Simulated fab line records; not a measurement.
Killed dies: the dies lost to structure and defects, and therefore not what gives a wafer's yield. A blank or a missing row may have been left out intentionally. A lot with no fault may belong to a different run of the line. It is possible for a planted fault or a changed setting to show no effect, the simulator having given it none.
Chamber matching || flow n5 finfet || N5_BEOL_M2_DESCUM_33 on rie diel-02: 4 sister chambers
The step chemistry O2, time 7 s. 4 wafers are shown with their chamber, then 7 later ones without.

EACH WAFER AND ITS CHAMBER
{"wafer": "L075.5", "chamber": 1, "throttle valve pct (%)": 20.18}
{"wafer": "L078.6", "chamber": 0, "throttle valve pct (%)": 20.19}
{"wafer": "L092.2", "chamber": 3, "throttle valve pct (%)": 20.43}
{"wafer": "L092.4", "chamber": 2, "throttle valve pct (%)": 20.15}

WAFERS WITH NO CHAMBER GIVEN
{"wafer": "L092.6", "throttle valve pct (%)": 20.44}
{"wafer": "L096.1", "throttle valve pct (%)": 20.26}
{"wafer": "L096.2", "throttle valve pct (%)": 20.24}
{"wafer": "L096.5", "throttle valve pct (%)": 20.17}
{"wafer": "L095.1", "throttle valve pct (%)": 20.26}
{"wafer": "L095.4", "throttle valve pct (%)": 20.24}
{"wafer": "L095.5", "throttle valve pct (%)": 20.45}

WHICH CHAMBER EACH ONE RAN IN
{"wafer": "L092.6", "from the rows above": 3, "in truth": 3}
{"wafer": "L096.1", "from the rows above": "can't be placed: 0 or 1 or 2", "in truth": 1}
{"wafer": "L096.2", "from the rows above": "can't be placed: 0 or 1 or 2", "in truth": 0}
{"wafer": "L096.5", "from the rows above": "can't be placed: 1 or 0 or 2", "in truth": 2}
{"wafer": "L095.1", "from the rows above": "can't be placed: 0 or 1 or 2", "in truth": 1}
{"wafer": "L095.4", "from the rows above": "can't be placed: 0 or 1 or 2", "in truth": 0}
{"wafer": "L095.5", "from the rows above": 3, "in truth": 3}
Correctly placed: 2 of 7. Not placeable from these rows: 5 (in 5, the candidates include the true chamber). Placed wrongly: 0.
How it was worked out, from the rows above alone: a wafer's distance from a chamber is the root of the sum, over the readings, of the square of ((its reading less the chamber's mean) divided by the reading's scatter). The wafer belongs to the nearest chamber; if the next one is less than 2 further off, it can't be placed. Each chamber's mean is taken over the wafers shown for it. The scatter: root of mean squared gap, hidden wafer to nearest shown wafer, with one shown wafer a chamber.
